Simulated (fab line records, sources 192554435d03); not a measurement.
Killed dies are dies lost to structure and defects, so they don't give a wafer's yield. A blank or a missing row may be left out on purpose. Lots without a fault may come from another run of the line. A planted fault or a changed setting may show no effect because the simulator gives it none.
fab line records | flow n5_finfet
record lots=5 wafers=15 last_day=16
route steps=1938 shown MOL_CONTACT_COAG@588
lots that met no fault: from a run of the same line without faults
start_h: hours from the record's first day to the start of the lot's first wafer shown | wait_h: hours since the lot's step before | " the same as in the row above | L1.1+2: a row that stands for several wafers | - no value, or no start given | * or withheld: withheld | < > ~ a bound
route shown NAME@n: a module of which the file shows steps, and the number in the route of the first | usual: mean/standard deviation of fault-free wafers | same: alike in all rows | chamber/n: place in a boat | sites: the reading at each site | _std_site: their standard deviation | _edge_site: outer sites' mean less inner sites' | radius_mm: how far each site lies from the wafer's centre | mask NAME#n: copy n | behind: the tool/chamber that last shaped the wafer | hold: why the lot was held/for how many hours/how that ended | device: the transistor (n, p or np) that didn't switch | end of line: the same wafers' tests at the end of the route | a step without rows: its recipe alone | killed: dies lost to structure and defects at the first sort, not the wafer's yield | map: a wafer's dies, x killed, . not, _ none there
set.NAME: the setting as run; set.NAME@STEP: as run at that earlier step | model.NAME: the simulator's own value behind a step, which no gauge read
lots at some steps of the route; a table a step, a row a wafer
services: from which hour (start_h, from the record's first day; less than 0 if before it) a tool's chamber was out of use, for how many hours, and why
## steps
# step N5_MOL_CONTACT_COAG_ETCH_47
# recipe chemistry=CH3F/O2 target=SiNx target_depth_a=270 mask_material=SiO2 stop_on=W over_etch_frac=0.2 ion_energy_ev=120 endpoint=OES-CN pressure_mtorr=30 source_w=395 bias_w=73 Ar_flow_sccm=150 CH3F_flow_sccm=30 O2_flow_sccm=20 ends=end_point
# usual CH3F_flow_sccm=30.00/0.087 drypump_motor_current_A=6.0/0.47 etch_rf_on_time_s=31.6/0.65 oes_product_au=0.69/0.067 rf_fwd_power_W=386.6/2.1 rf_vpp_V=295/6.2 showerhead_plenum_p_Torr=2.00/0.07 throttle_valve_pct=16.31/0.22
# columns lot.wafer tool chamber start_h wait_h CH3F_flow_sccm drypump_motor_current_A etch_rf_on_time_s oes_product_au rf_fwd_power_W rf_hours_counter_h rf_vpp_V showerhead_plenum_p_Torr throttle_valve_pct
L075.1 rie_diel-04 0 106.26 0.0 30.09 5.9 31.7 0.83 385.9 12 299 2.10 16.22
L075.4 " 1 " " 29.84 5.8 32.8 0.62 391.6 226 299 2.06 16.55
L075.5 " 1 " " 29.92 5.8 32.5 0.62 388.5 - 299 2.06 16.57
L079.2 rie_diel-04 3 132.98 0.0 29.89 5.8 30.7 0.63 386.1 229 288 1.90 16.17
L079.3 " 2 " " 30.17 5.9 30.8 0.78 386.6 56 293 2.10 16.17
L079.4 " 0 " " 30.03 5.9 31.1 0.81 384.1 19 296 2.10 16.22
L082.1 rie_diel-06 1 145.28 0.0 30.04 5.8 31.8 0.73 384.0 71 294 1.95 16.12
L082.5 " 1 " " 30.09 5.8 32.2 0.73 385.5 - 295 1.95 16.11
L082.6 " 2 " " 29.94 4.9 31.7 0.66 385.8 - 289 1.99 16.36
L087.1 rie_diel-02 0 176.95 0.0 30.16 5.8 31.4 0.64 389.1 178 294 1.89 16.13
L087.3 " 3 " " 30.07 6.8 31.6 0.60 384.9 232 309 1.97 16.86
L087.4 " 2 " " 30.00 5.8 30.6 0.63 386.0 237 297 1.99 16.52
L091.1 rie_diel-04 0 200.95 0.0 30.05 5.9 32.2 0.76 385.5 51 297 2.09 16.29
L091.4 " 0 " " 30.12 5.9 31.7 0.76 384.0 - 297 2.09 16.30
L091.6 " 2 " " 29.94 5.9 30.7 0.73 389.1 - 292 2.09 16.24
# step N5_MOL_CONTACT_COAG_STRIP_119
# recipe chemistry=N2/H2 time_s=30 power_w=1000 temp_c=250 pressure_mtorr=withheld n2_flow_sccm=1750 h2_flow_sccm=3250
# usual drypump_motor_current_A=5.7/0.42 heater_power_w=362/22
# columns lot.wafer tool chamber start_h wait_h drypump_motor_current_A heater_power_w rf_hours_counter_h
L075.1 plasma_asher-01 0 106.34 0.1 5.5 348 52
L075.4 " 0 " " 5.5 353 -
L075.5 " 0 " " 5.5 356 -
L079.2 plasma_asher-02 1 133.06 0.1 5.7 320 88
L079.3 " 1 " " 5.8 323 -
L079.4 " 0 " " 5.1 360 -
L082.1 plasma_asher-02 0 145.37 0.1 5.1 364 91
L082.5 " 1 " " 5.7 322 -
L082.6 " 0 " " 5.1 362 -
L087.1 plasma_asher-01 0 177.03 0.1 5.5 355 66
L087.3 " 0 " " 5.5 356 -
L087.4 " 1 " " 6.2 383 -
L091.1 plasma_asher-01 0 201.04 0.1 5.4 357 71
L091.4 " 1 " " 6.2 384 -
L091.6 " 0 " " 5.5 362 -
# step N5_MOL_CONTACT_COAG_PRECLEAN_144
# recipe chemistry=alkaline_clean temp_c=60 time_s=60 do_ppb=50
# columns lot.wafer tool chamber start_h wait_h
L075.1+4+5 wet_bench-01 7,5,2 106.43 0.1
L079.2+3+4 wet_bench-01 1,7,5 133.15 0.1
L082.1+5+6 wet_bench-06 3,1,0 145.45 0.1
L087.1+3+4 wet_bench-01 3,1,2 177.12 0.1
L091.1+4+6 wet_bench-02 3,4,1 201.12 0.1
# step N5_MOL_CONTACT_COAG_SRD_145
# recipe dry=ipa_marangoni time_s=30 temp_c=23 rinse_liquid=diw
# columns lot.wafer tool chamber start_h wait_h
L075.1+4+5 wet_bench-01 7,5,2 106.45 0.0
L079.2+3+4 wet_bench-01 1,7,5 133.17 0.0
L082.1+5+6 wet_bench-06 3,1,0 145.47 0.0
L087.1+3+4 wet_bench-01 3,1,2 177.14 0.0
L091.1+4+6 wet_bench-02 3,4,1 201.14 0.0
# step N5_MOL_CONTACT_COAG_CD_MEAS_137
# recipe target_cd_nm=16
# usual cd_nm=16.0/0.45
# columns lot.wafer tool chamber start_h wait_h cd_nm
L075.1 cd_sem-02 - 106.49 0.0 15.8
L075.4 " - " " 15.7
L075.5 " - " " 15.8
L079.2 cd_sem-02 - 133.21 0.0 15.3
L079.3 " - " " 16.4
L079.4 " - " " 15.0
L082.1 cd_sem-01 - 145.52 0.0 15.2
L082.5 " - " " 15.6
L082.6 " - " " 16.0
L087.1 cd_sem-01 - 177.18 0.0 16.1
L087.3 " - " " 16.4
L087.4 " - " " 15.8
L091.1 cd_sem-03 - 201.18 0.0 15.7
L091.4 " - " " 16.2
L091.6 " - " " 16.0
# step N5_MOL_CONTACT_COAG_COAT_62
# recipe resist=SOC temp_c=250 time_s=60 spin_rpm=1500 resist_thk_nm=60
# columns lot.wafer tool chamber start_h wait_h
L075.1+4+5 litho_track-05 0 106.52 0.0
L079.2+3+4 litho_track-03 0 133.25 0.0
L082.1+5+6 litho_track-05 0 145.55 0.0
L087.1+3+4 litho_track-04 0 177.22 0.0
L091.1+4+6 litho_track-04 0 201.22 0.0
# step N5_MOL_CONTACT_COAG_COAT_63
# recipe resist=SiARC temp_c=220 time_s=60 spin_rpm=1500 resist_thk_nm=10
# columns lot.wafer tool chamber start_h wait_h
L075.1+4+5 litho_track-05 0 - -
L079.2+3+4 litho_track-03 0 - -
L082.1+5+6 litho_track-05 0 - -
L087.1+3+4 litho_track-04 0 - -
L091.1+4+6 litho_track-04 0 - -
# step N5_MOL_CONTACT_COAG_COAT_64
# recipe resist=underlayer temp_c=205 time_s=60 spin_rpm=1500 resist_thk_nm=10
# columns lot.wafer tool chamber start_h wait_h
L075.1+4+5 litho_track-05 0 - -
L079.2+3+4 litho_track-03 0 - -
L082.1+5+6 litho_track-05 0 - -
L087.1+3+4 litho_track-04 0 - -
L091.1+4+6 litho_track-04 0 - -
# step N5_MOL_CONTACT_COAG_COAT_34
# recipe resist=CAR-EUV spin_rpm=1500 resist_thk_nm=40
# columns lot.wafer tool chamber start_h wait_h
L075.1+4+5 litho_track-05 0 - -
L079.2+3+4 litho_track-03 0 - -
L082.1+5+6 litho_track-05 0 - -
L087.1+3+4 litho_track-04 0 - -
L091.1+4+6 litho_track-04 0 - -
# step N5_MOL_CONTACT_COAG_EBR_36
# recipe solvent=PGMEA ebr_width_mm=1.5
# same ebr_width_mm=1.5
# columns lot.wafer tool chamber start_h wait_h
L075.1+4+5 litho_track-05 0 - -
L079.2+3+4 litho_track-03 0 - -
L082.1+5+6 litho_track-05 0 - -
L087.1+3+4 litho_track-04 0 - -
L091.1+4+6 litho_track-04 0 - -
# step N5_MOL_CONTACT_COAG_SOFTBAKE_35
# recipe temp_c=110 time_s=60 resist=CAR-EUV
# columns lot.wafer tool chamber start_h wait_h
L075.1+4+5 litho_track-05 0 - -
L079.2+3+4 litho_track-03 0 - -
L082.1+5+6 litho_track-05 0 - -
L087.1+3+4 litho_track-04 0 - -
L091.1+4+6 litho_track-04 0 - -
# step N5_MOL_CONTACT_COAG_EXPOSE_37
# recipe mask_id=VD na=0.33 source_shape=annular sigma_inner=0.3 sigma_outer=0.7 polarization=unpolarized defocus_nm=0 dose_mj=62
# columns lot.wafer tool chamber start_h wait_h mask
L075.1+4+5 euv_scanner-02 0 106.66 - VD#0
L079.2+3+4 euv_scanner-01 0 133.39 - VD#0
L082.1+5+6 euv_scanner-02 0 145.81 - VD#0
L087.1+3+4 euv_scanner-01 0 177.48 - VD#0
L091.1+4+6 euv_scanner-01 0 201.36 - VD#0
# step N5_MOL_CONTACT_COAG_PEB_38
# recipe peb_temp_c=100 peb_time_s=60 resist=CAR-EUV
# columns lot.wafer tool chamber start_h wait_h
L075.1+4+5 litho_track-03 0 106.74 0.1
L079.2+3+4 litho_track-05 0 133.46 0.1
L082.1+5+6 litho_track-05 0 145.89 0.1
L087.1+3+4 litho_track-03 0 177.56 0.1
L091.1+4+6 litho_track-04 0 201.43 0.1
# step N5_MOL_CONTACT_COAG_DEVELOP_39
# recipe develop_time_s=30 developer=TMAH resist=CAR-EUV rinse_liquid=surfactant_rinse dry=air_spin dev_temp_c=23
# usual developer_temp_C=22.97/0.12
# columns lot.wafer tool chamber start_h wait_h developer_temp_C
L075.1 litho_track-03 0 - - 23.00
L075.4 " 0 " " 22.98
L075.5 " 0 " " 22.97
L079.2 litho_track-05 0 - - 22.94
L079.3 " 0 " " 23.13
L079.4 " 0 " " 22.95
L082.1 litho_track-05 0 - - 22.88
L082.5 " 0 " " 22.99
L082.6 " 0 " " 23.07
L087.1 litho_track-03 0 - - 22.88
L087.3 " 0 " " 22.79
L087.4 " 0 " " 22.70
L091.1 litho_track-04 0 - - 22.88
L091.4 " 0 " " 22.85
L091.6 " 0 " " 22.78
# step N5_MOL_CONTACT_COAG_CD_MEAS_40
# recipe target_cd_nm=25.1 landing_energy_ev=500 detector=se_inlens polarity=opening
# usual cd_nm=25.06/0.26
# same landing_energy_ev=500
# columns lot.wafer tool chamber start_h wait_h cd_nm
L075.1 cd_sem-02 0 106.81 - 24.91
L075.4 " 0 " " 25.21
L075.5 " 0 " " 25.08
L079.2 cd_sem-03 0 133.53 - 25.15
L079.3 " 0 " " 24.85
L079.4 " 0 " " 24.43
L082.1 cd_sem-02 0 145.96 - 24.83
L082.5 " 0 " " 24.94
L082.6 " 0 " " 24.86
L087.1 cd_sem-03 0 177.62 - 24.90
L087.3 " 0 " " 25.44
L087.4 " 0 " " 25.07
L091.1 cd_sem-02 0 201.50 - 25.01
L091.4 " 0 " " 24.92
L091.6 " 0 " " 25.05
# step N5_MOL_CONTACT_COAG_OVL_MEAS_41
# recipe points_per_wafer=522
# usual VD_OVL=-0.1/0.59
# same points_per_wafer=522
# columns lot.wafer tool chamber start_h wait_h VD_OVL[nm]
L075.1 overlay-01 0 106.84 0.0 0.9
L075.4 " 0 " " 0.2
L075.5 " 0 " " 0.4
L079.2 overlay-02 0 133.57 0.0 0.8
L079.3 " 0 " " 0.1
L079.4 " 0 " " 0.1
L082.1 overlay-02 0 145.99 0.0 0.6
L082.5 " 0 " " -0.4
L082.6 " 0 " " -0.5
L087.1 overlay-01 0 177.65 0.0 0.6
L087.3 " 0 " " 0.1
L087.4 " 0 " " 0.2
L091.1 overlay-01 0 201.53 0.0 0.8
L091.4 " 0 " " 0.0
L091.6 " 0 " " 0.4
# step N5_MOL_CONTACT_COAG_INSPECT_42
# recipe mode=adi inspect_instrument=brightfield
# usual raw_defect_count=213/49
# columns lot.wafer tool chamber start_h wait_h raw_defect_count
L075.1 defect_inspect-02 - 106.89 0.1 175
L075.4 " - " " 271
L075.5 " - " " 182
L079.2 defect_inspect-02 - 133.62 0.0 169
L079.3 " - " " 174
L079.4 " - " " 201
L082.1 defect_inspect-01 - 146.05 0.1 212
L082.5 " - " " 184
L082.6 " - " " 310
L087.1 defect_inspect-02 - 177.71 0.1 159
L087.3 " - " " 167
L087.4 " - " " 178
L091.1 defect_inspect-02 - 201.59 0.1 222
L091.4 " - " " 233
L091.6 " - " " 225
# step N5_MOL_CONTACT_COAG_DESCUM_45
# recipe chemistry=O2 time_s=7 source_power_w=50 bias_power_w=20 pressure_mtorr=20 rf_frequency_hz=2.712e+07 temp_c=40 resist=CAR-EUV o2_flow_sccm=225
# usual drypump_motor_current_A=5.9/0.49 oes_product_au=0.79/0.082 rf_fwd_power_W=49.33/0.25 rf_vpp_V=243.4/1.5 showerhead_plenum_p_Torr=2.10/0.07 throttle_valve_pct=20.36/0.21
# columns lot.wafer tool chamber start_h wait_h drypump_motor_current_A oes_product_au rf_fwd_power_W rf_hours_counter_h rf_vpp_V showerhead_plenum_p_Torr throttle_valve_pct
L075.1 rie_diel-06 1 106.93 0.0 5.8 0.86 48.88 55 241.7 2.05 20.21
L075.4 " 1 " " 5.8 0.87 48.93 - 242.6 2.05 20.22
L075.5 " 2 " " 4.9 0.75 49.08 - 242.4 2.10 20.51
L079.2 rie_diel-06 0 133.65 0.0 6.4 0.76 49.39 110 243.1 2.10 20.13
L079.3 " 2 " " 4.9 0.74 48.93 190 242.4 2.10 20.53
L079.4 " 2 " " 4.9 0.74 49.23 - 244.2 2.09 20.53
L082.1 rie_diel-02 3 146.08 0.0 6.8 0.69 49.44 223 242.2 2.05 20.82
L082.5 " 3 " " 6.8 0.69 49.51 - 243.6 2.05 20.82
L082.6 " 2 " " 5.9 0.71 49.45 - 242.1 2.06 20.41
L087.1 rie_diel-04 2 177.94 0.2 5.9 0.83 49.53 77 244.8 2.19 20.31
L087.3 " 0 " " 5.9 0.88 49.26 41 247.4 2.21 20.50
L087.4 " 0 " " 5.9 0.87 49.19 - 245.1 2.21 20.51
L091.1 rie_diel-04 2 201.62 0.0 6.0 0.82 49.33 87 246.5 2.19 20.32
L091.4 " 2 " " 5.9 0.83 49.45 - 243.7 2.19 20.32
L091.6 " 0 " " 5.9 0.85 49.23 - 244.9 2.20 20.52
# step N5_MOL_CONTACT_COAG_ETCH_65
# recipe chemistry=N2/H2 target=underlayer target_depth_a=130 mask_material=CAR-EUV time_s=10.4 ion_energy_ev=200 pressure_mtorr=30 source_w=840 bias_w=150 n2_flow_sccm=200 h2_flow_sccm=200 ends=cleared
# usual drypump_motor_current_A=5.9/0.49 etch_rf_on_time_s=10.54/0.28 oes_product_au=0.67/0.066 rf_fwd_power_W=819.4/2.4 rf_vpp_V=524.3/2.6 showerhead_plenum_p_Torr=2.56/0.097 throttle_valve_pct=17.83/0.24
# columns lot.wafer tool chamber start_h wait_h drypump_motor_current_A etch_rf_on_time_s oes_product_au rf_fwd_power_W rf_hours_counter_h rf_vpp_V showerhead_plenum_p_Torr throttle_valve_pct
L075.1 rie_diel-06 1 106.96 0.0 5.8 10.58 0.73 820.5 55 523.2 2.48 17.61
L075.4 " 1 " " 5.7 10.61 0.73 821.8 - 522.2 2.48 17.61
L075.5 " 2 " " 4.9 10.22 0.64 817.7 - 524.7 2.54 18.01
L079.2 rie_diel-06 0 133.69 0.0 6.4 10.62 0.66 818.5 110 525.5 2.57 17.77
L079.3 " 2 " " 4.9 10.31 0.64 820.5 190 522.4 2.54 18.04
L079.4 " 2 " " 4.9 10.27 0.64 813.9 - 522.5 2.54 18.04
L082.1 rie_diel-02 3 146.12 0.0 6.8 10.98 0.57 819.4 223 522.6 2.49 18.23
L082.5 " 3 " " 6.8 10.87 0.58 816.1 - 523.3 2.50 18.24
L082.6 " 2 " " 5.9 10.33 0.60 818.8 - 522.6 2.49 17.66
L087.1 rie_diel-04 2 177.98 0.0 6.0 10.39 0.70 820.4 77 526.0 2.68 17.83
L087.3 " 0 " " 5.9 10.92 0.73 818.7 41 527.4 2.71 18.14
L087.4 " 0 " " 5.9 10.81 0.73 817.0 - 528.0 2.71 18.17
L091.1 rie_diel-04 2 201.66 0.0 6.0 10.31 0.71 818.6 87 525.9 2.67 17.85
L091.4 " 2 " " 6.0 10.28 0.70 819.9 - 528.5 2.67 17.85
L091.6 " 0 " " 5.9 11.09 0.72 816.7 - 527.8 2.71 18.16
# step N5_MOL_CONTACT_COAG_ETCH_66
# recipe chemistry=CF4 target=SiARC target_depth_a=130 mask_material=CAR-EUV time_s=21.7 ion_energy_ev=80 pressure_mtorr=40 source_w=545 bias_w=36 Ar_flow_sccm=100 cf4_flow_sccm=100 ends=cleared
# usual drypump_motor_current_A=5.9/0.48 etch_rf_on_time_s=22.0/0.64 oes_product_au=0.67/0.067 rf_fwd_power_W=531.9/2 rf_vpp_V=184.2/1.4 showerhead_plenum_p_Torr=2.15/0.071 throttle_valve_pct=15.54/0.2
# columns lot.wafer tool chamber start_h wait_h drypump_motor_current_A etch_rf_on_time_s oes_product_au rf_fwd_power_W rf_hours_counter_h rf_vpp_V showerhead_plenum_p_Torr throttle_valve_pct
L075.1 rie_diel-06 1 106.98 0.0 5.8 22.8 0.72 531.9 55 183.5 2.09 15.34
L075.4 " 1 " " 5.8 22.5 0.71 530.9 - 182.5 2.09 15.36
L075.5 " 2 " " 4.9 21.6 0.65 531.8 - 183.5 2.13 15.55
L079.2 rie_diel-06 0 133.71 0.0 6.4 22.1 0.66 529.7 110 185.9 2.17 15.44
L079.3 " 2 " " 4.9 21.8 0.63 532.9 190 183.7 2.13 15.59
L079.4 " 2 " " 4.9 21.5 0.64 532.9 - 183.7 2.13 15.58
L082.1 rie_diel-02 3 146.14 0.0 6.8 22.8 0.57 535.2 223 184.2 2.11 16.04
L082.5 " 3 " " 6.8 22.6 0.58 535.1 - 183.4 2.11 16.03
L082.6 " 2 " " 5.9 21.7 0.60 530.1 - 182.8 2.14 15.79
L087.1 rie_diel-04 2 178.00 0.0 5.9 21.4 0.70 531.0 77 186.5 2.25 15.54
L087.3 " 0 " " 5.9 22.4 0.73 531.9 41 185.6 2.24 15.55
L087.4 " 0 " " 5.9 22.4 0.74 532.5 - 184.6 2.23 15.56
L091.1 rie_diel-04 2 201.68 0.0 5.9 21.1 0.71 531.5 87 185.0 2.25 15.57
L091.4 " 2 " " 6.0 21.3 0.71 531.9 - 187.1 2.25 15.59
L091.6 " 0 " " 5.9 22.7 0.72 527.7 - 184.3 2.23 15.59
# step N5_MOL_CONTACT_COAG_ALD_133
# recipe material=SiO2 target_thk_a=50 temp_c=100 ald_precursor_family=BDEAS ald_co_reactant=O2-plasma pulse_time_s=1 co_reactant_pulse_time_s=1 purge_time_s=2 co_reactant_purge_time_s=2 ald_cycles=35 pressure_torr=2
# usual heater_power_w=79/8.7 precursor_pulse_height_rel=0.996/0.022
# columns lot.wafer tool chamber start_h wait_h heater_power_w precursor_pulse_height_rel
L075.1 ald_sin-02 3 107.06 0.1 68 0.996
L075.4 " 0 " " 76 1.013
L075.5 " 2 " " 87 0.992
L079.2 ald_sin-03 2 133.79 0.1 78 1.008
L079.3 " 3 " " 66 0.962
L079.4 " 1 " " 84 1.036
L082.1 ald_sin-03 0 146.29 0.1 94 0.999
L082.5 " 0 " " 95 1.021
L082.6 " 1 " " 85 1.000
L087.1 ald_sin-02 1 178.08 0.1 73 0.984
L087.3 " 3 " " 70 0.968
L087.4 " 2 " " 89 1.001
L091.1 ald_sin-03 1 201.76 0.1 80 0.969
L091.4 " 3 " " 69 1.026
L091.6 " 1 " " 82 0.968
# step N5_MOL_CONTACT_COAG_ETCHBACK_134
# recipe chemistry=CHF3 target=SiO2 target_depth_a=100 time_s=6.7 ion_energy_ev=200 pressure_mtorr=30 source_w=610 bias_w=170 Ar_flow_sccm=200 CHF3_flow_sccm=50
# usual CHF3_flow_sccm=49.98/0.16 drypump_motor_current_A=6.0/0.46 oes_product_au=0.77/0.081 rf_fwd_power_W=603/3.2 rf_vpp_V=521/11 showerhead_plenum_p_Torr=2.38/0.081 throttle_valve_pct=18.71/0.26
# columns lot.wafer tool chamber start_h wait_h CHF3_flow_sccm drypump_motor_current_A oes_product_au rf_fwd_power_W rf_hours_counter_h rf_vpp_V showerhead_plenum_p_Torr throttle_valve_pct
L075.1 rie_diel-04 1 107.24 0.1 50.07 5.8 0.70 600 227 527 2.45 18.87
L075.4 " 2 " " 50.07 6.0 0.86 605 48 516 2.51 18.62
L075.5 " 1 " " 50.03 5.8 0.69 605 - 526 2.45 18.87
L079.2 rie_diel-02 0 133.97 0.1 50.10 5.8 0.73 605 163 516 2.25 18.42
L079.3 " 3 " " 49.98 6.8 0.68 600 217 543 2.36 19.20
L079.4 " 0 " " 49.96 5.8 0.73 606 - 516 2.25 18.43
L082.1 rie_diel-02 0 146.47 0.1 50.16 5.8 0.72 603 169 516 2.25 18.43
L082.5 " 2 " " 50.14 5.9 0.71 605 - 524 2.38 18.92
L082.6 " 3 " " 49.89 6.8 0.68 602 - 541 2.36 19.21
L087.1 rie_diel-02 0 178.46 0.3 50.03 5.8 0.73 605 178 518 2.25 18.45
L087.3 " 2 " " 50.01 5.8 0.70 602 237 523 2.38 18.90
L087.4 " 1 " " 49.92 6.3 0.83 607 57 500 2.44 18.77
L091.1 rie_diel-04 2 201.94 0.1 50.09 6.0 0.82 604 87 515 2.49 18.68
L091.4 " 1 " " 49.71 5.8 0.93 606 - 527 2.44 18.51
L091.6 " 0 " " 50.15 5.9 0.85 601 - 524 2.48 18.70
# step N5_MOL_CONTACT_COAG_ETCH_67
# recipe chemistry=N2/H2 target=SOC target_depth_a=600 overetch_a=210 mask_material=SiARC temp_c=40 time_s=101.2 ion_energy_ev=200 pressure_mtorr=30 source_w=840 bias_w=150 n2_flow_sccm=200 h2_flow_sccm=200
# usual drypump_motor_current_A=6.0/0.47 oes_product_au=0.65/0.067 rf_fwd_power_W=835/3.1 rf_vpp_V=523.9/2.6 showerhead_plenum_p_Torr=2.54/0.096 throttle_valve_pct=17.80/0.25
# columns lot.wafer tool chamber start_h wait_h drypump_motor_current_A oes_product_au rf_fwd_power_W rf_hours_counter_h rf_vpp_V showerhead_plenum_p_Torr throttle_valve_pct
L075.1 rie_diel-04 1 107.28 0.0 5.9 0.60 837 227 525.9 2.61 17.89
L075.4 " 2 " " 6.0 0.72 835 48 528.1 2.69 17.75
L075.5 " 1 " " 5.9 0.60 841 - 524.6 2.61 17.89
L079.2 rie_diel-02 0 134.00 0.0 5.8 0.62 832 163 518.7 2.42 17.56
L079.3 " 3 " " 6.8 0.58 836 217 522.3 2.50 18.19
L079.4 " 0 " " 5.8 0.62 833 - 521.4 2.42 17.58
L082.1 rie_diel-02 0 146.51 0.0 5.8 0.63 838 169 521.5 2.41 17.60
L082.5 " 2 " " 5.9 0.59 836 - 522.3 2.49 17.64
L082.6 " 3 " " 6.8 0.57 833 - 522.6 2.49 18.21
L087.1 rie_diel-02 0 178.49 0.0 5.7 0.61 837 178 521.1 2.41 17.59
L087.3 " 2 " " 5.9 0.59 833 237 522.2 2.48 17.66
L087.4 " 1 " " 6.3 0.71 834 57 524.6 2.57 17.65
L091.1 rie_diel-04 2 201.97 0.0 6.0 0.69 836 87 527.5 2.67 17.83
L091.4 " 1 " " 5.8 0.78 835 - 525.8 2.60 17.53
L091.6 " 0 " " 5.9 0.73 838 - 527.6 2.71 18.13
# step N5_MOL_CONTACT_COAG_STRIP_68
# recipe chemistry=N2/H2 temp_c=40 n2_flow_sccm=200 h2_flow_sccm=200 rf_frequency_hz=6e+07
# columns lot.wafer tool chamber start_h wait_h
L075.1+4+5 rie_diel-04 1,2,1 107.35 0.0
L079.2+3+4 rie_diel-02 0,3,0 134.07 0.0
L082.1+5+6 rie_diel-02 0,2,3 146.58 0.0
L087.1+3+4 rie_diel-02 0,2,1 178.56 0.0
L091.1+4+6 rie_diel-04 2,1,0 202.04 0.0
# step N5_MOL_CONTACT_COAG_STRIP_69
# recipe chemistry=N2/H2 temp_c=40 n2_flow_sccm=200 h2_flow_sccm=200 rf_frequency_hz=6e+07
# columns lot.wafer tool chamber start_h wait_h
L075.1+4+5 rie_diel-04 1,2,1 107.36 0.0
L079.2+3+4 rie_diel-02 0,3,0 134.08 0.0
L082.1+5+6 rie_diel-02 0,2,3 146.59 0.0
L087.1+3+4 rie_diel-02 0,2,1 178.57 0.0
L091.1+4+6 rie_diel-04 2,1,0 202.05 0.0
# step N5_MOL_CONTACT_COAG_ETCHBACK_136
# recipe chemistry=CHF3 target=SiO2 target_depth_a=250 time_s=16.7 ion_energy_ev=200 pressure_mtorr=30 source_w=610 bias_w=170 Ar_flow_sccm=200 CHF3_flow_sccm=50
# usual CHF3_flow_sccm=50.02/0.15 drypump_motor_current_A=6.0/0.47 oes_product_au=0.77/0.082 rf_fwd_power_W=599/3.7 rf_vpp_V=521/11 showerhead_plenum_p_Torr=2.38/0.081 throttle_valve_pct=18.71/0.26
# columns lot.wafer tool chamber start_h wait_h CHF3_flow_sccm drypump_motor_current_A oes_product_au rf_fwd_power_W rf_hours_counter_h rf_vpp_V showerhead_plenum_p_Torr throttle_valve_pct
L075.1 rie_diel-04 1 107.37 0.0 50.16 5.8 0.69 608 227 527 2.45 18.87
L075.4 " 2 " " 49.78 6.0 0.87 599 48 517 2.51 18.62
L075.5 " 1 " " 50.02 5.7 0.69 606 - 526 2.45 18.86
L079.2 rie_diel-02 0 134.09 0.0 49.99 5.7 0.73 604 163 518 2.25 18.43
L079.3 " 3 " " 49.99 6.8 0.68 595 217 542 2.36 19.21
L079.4 " 0 " " 50.04 5.7 0.73 606 - 517 2.25 18.43
L082.1 rie_diel-02 0 146.60 0.0 50.04 5.8 0.72 604 169 517 2.25 18.42
L082.5 " 2 " " 49.77 5.9 0.70 601 - 524 2.38 18.91
L082.6 " 3 " " 50.35 6.8 0.67 596 - 543 2.36 19.23
L087.1 rie_diel-02 0 178.58 0.0 49.88 5.8 0.72 607 178 517 2.25 18.45
L087.3 " 2 " " 49.89 5.9 0.70 602 237 523 2.38 18.92
L087.4 " 1 " " 50.25 6.3 0.84 602 57 500 2.44 18.79
L091.1 rie_diel-04 2 202.06 0.0 49.79 6.0 0.82 602 88 517 2.49 18.67
L091.4 " 1 " " 50.13 5.8 0.95 603 - 527 2.44 18.51
L091.6 " 0 " " 50.03 5.9 0.85 596 - 523 2.48 18.72
# step N5_MOL_CONTACT_COAG_STRIP_120
# recipe chemistry=CHF3 resist=SiARC rf_frequency_hz=6e+07
# columns lot.wafer tool chamber start_h wait_h
L075.1+4+5 rie_diel-04 1,2,1 107.39 0.0
L079.2+3+4 rie_diel-02 0,3,0 134.11 0.0
L082.1+5+6 rie_diel-02 0,2,3 146.62 0.0
L087.1+3+4 rie_diel-02 0,2,1 178.60 0.0
L091.1+4+6 rie_diel-04 2,1,0 202.08 0.0
# step N5_MOL_CONTACT_COAG_VIA_ETCH_117
# recipe chemistry=C4F6/O2 target_depth_a=400 overetch_a=80 mask_material=SOC target=SiO2 bias_w=455 pressure_mtorr=10 time_s=26 source_w=325 Ar_flow_sccm=300 C4F6_flow_sccm=10 O2_flow_sccm=10 ion_energy_ev=575.3 ends=end_point
# usual drypump_motor_current_A=6.0/0.46 oes_product_au=0.70/0.071 rf_fwd_power_W=320.2/2 rf_vpp_V=1579/31 showerhead_plenum_p_Torr=2.84/0.096 throttle_valve_pct=41.0/0.58
# columns lot.wafer tool chamber start_h wait_h drypump_motor_current_A oes_product_au rf_fwd_power_W rf_hours_counter_h rf_vpp_V showerhead_plenum_p_Torr throttle_valve_pct
L075.1 rie_diel-04 1 107.40 0.0 5.8 0.66 323.7 227 1596 2.93 40.9
L075.4 " 2 " " 6.0 0.78 320.4 48 1566 2.99 40.9
L075.5 " 1 " " 5.8 0.65 322.5 - 1599 2.93 40.9
L079.2 rie_diel-02 0 134.12 0.0 5.8 0.67 321.2 163 1566 2.69 40.1
L079.3 " 3 " " 6.8 0.62 317.4 217 1636 2.81 41.7
L079.4 " 0 " " 5.8 0.67 321.8 - 1566 2.69 40.1
L082.1 rie_diel-02 0 146.63 0.0 5.8 0.67 321.5 169 1567 2.69 40.1
L082.5 " 2 " " 5.9 0.64 321.9 - 1585 2.84 41.4
L082.6 " 3 " " 6.8 0.62 320.8 - 1636 2.81 41.7
L087.1 rie_diel-02 0 178.61 0.0 5.8 0.66 321.5 178 1568 2.68 40.1
L087.3 " 2 " " 5.9 0.62 321.5 237 1585 2.84 41.4
L087.4 " 1 " " 6.3 0.76 319.8 57 1521 2.91 41.9
L091.1 rie_diel-04 2 202.09 0.0 6.0 0.72 321.4 88 1564 2.97 41.0
L091.4 " 1 " " 5.9 0.81 323.4 - 1595 2.91 40.8
L091.6 " 0 " " 5.9 0.79 317.8 - 1581 2.95 40.9
## services
# columns tool chamber start_h hours kind
euv_scanner-01 - 86.33 1.0 pm
euv_scanner-02 - 91.48 0.4 repair
rie_diel-02 2 98.16 2.6 repair
euv_scanner-02 - 101.46 1.0 pm
ald_sin-03 - 107.42 14.6 pm
rie_diel-02 3 114.24 1.8 repair
ald_sin-03 - 123.64 3.7 repair
ald_sin-03 - 129.82 1.7 repair
euv_scanner-02 - 132.89 5.8 pm
rie_diel-04 - 137.64 1.0 repair
euv_scanner-02 - 140.56 0.8 repair
euv_scanner-01 - 142.43 1.0 pm
plasma_asher-01 - 148.73 0.3 repair
ald_sin-02 - 155.19 0.6 repair
plasma_asher-01 - 155.41 2.2 repair
euv_scanner-02 - 157.61 1.0 pm
rie_diel-02 - 158.13 14.6 pm
wet_bench-01 - 171.16 0.8 repair
ald_sin-03 - 176.92 14.0 pm
rie_diel-06 2 189.17 6.4 repair
rie_diel-06 - 195.09 0.2 repair
euv_scanner-01 - 198.58 1.0 pm
plasma_asher-01 - 201.50 0.9 repair
ald_sin-03 2 202.10 28.3 repair
## key
fault none
